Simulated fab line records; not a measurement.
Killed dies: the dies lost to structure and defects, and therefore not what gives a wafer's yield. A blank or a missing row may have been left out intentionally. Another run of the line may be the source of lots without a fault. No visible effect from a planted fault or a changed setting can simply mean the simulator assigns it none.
Matching of chambers -- flow n5 finfet -- pecvd-04 running N5_BEOL_M0_SAQP_PECVD_03: 3 sister chambers
The step deposits SiCN from 3MS/NH3, target thk 12 nm, time 21.1 s. 16 wafers are shown with their chamber, then 8 later ones without.

## WAFERS, EACH WITH ITS CHAMBER
wafer,chamber,throttle valve pct (%),showerhead plenum p Torr (Torr)
L077.2,2,10.6,3.652
L077.4,2,10.5,3.641
L077.5,0,9.2,3.679
L081.2,2,10.6,3.655
L081.3,0,9.0,3.672
L081.4,2,10.2,3.653
L083.2,0,9.3,3.682
L083.3,1,9.2,3.676
L083.6,1,9.2,3.668
L087.3,2,10.5,3.652
L087.4,1,9.1,3.678
L087.6,2,10.1,3.658
L088.1,0,9.4,3.682
L088.4,2,10.4,3.660
L088.6,0,9.4,3.680
L089.1,0,9.4,3.696

SIGNATURES, as means of the wafers listed above
reading,chamber 0,chamber 1,chamber 2,scatter within a chamber
throttle valve pct,9.283,9.167,10.414,0.167
showerhead plenum p Torr,3.68183,3.67400,3.65300,0.00673
Rule: for each reading, subtract the chamber's mean from the wafer's reading, divide by that reading's scatter and square the result; add these up over the readings and take the root, which gives the wafer's distance from the chamber. If the next closest chamber is less than 2 further off than the closest, the wafer can't be placed; otherwise it belongs to the closest. The scatter: the root of (the sum of the squares of (reading less its chamber's mean) over the shown wafers, divided by (wafers less chambers)).

## WAFERS WITHOUT THEIR CHAMBER
wafer,throttle valve pct (%),showerhead plenum p Torr (Torr)
L089.2,9.1,3.663
L089.3,10.7,3.648
L089.4,9.3,3.669
L089.5,9.3,3.665
L089.6,10.6,3.650
L093.2,9.2,3.687
L093.4,9.4,3.679
L093.6,9.2,3.670

## THE CHAMBER EACH PASSED THROUGH
wafer,from the rows above,in truth
L089.2,can't be placed: 1 or 0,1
L089.3,2,2
L089.4,can't be placed: 1 or 0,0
L089.5,can't be placed: 1 or 0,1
L089.6,2,2
L093.2,can't be placed: 0 or 1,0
L093.4,can't be placed: 0 or 1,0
L093.6,can't be placed: 1 or 0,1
2 of 8 placed correctly. Unplaceable from these rows: 6, with the true chamber sitting among the candidates in 6. Wrongly placed: 0.
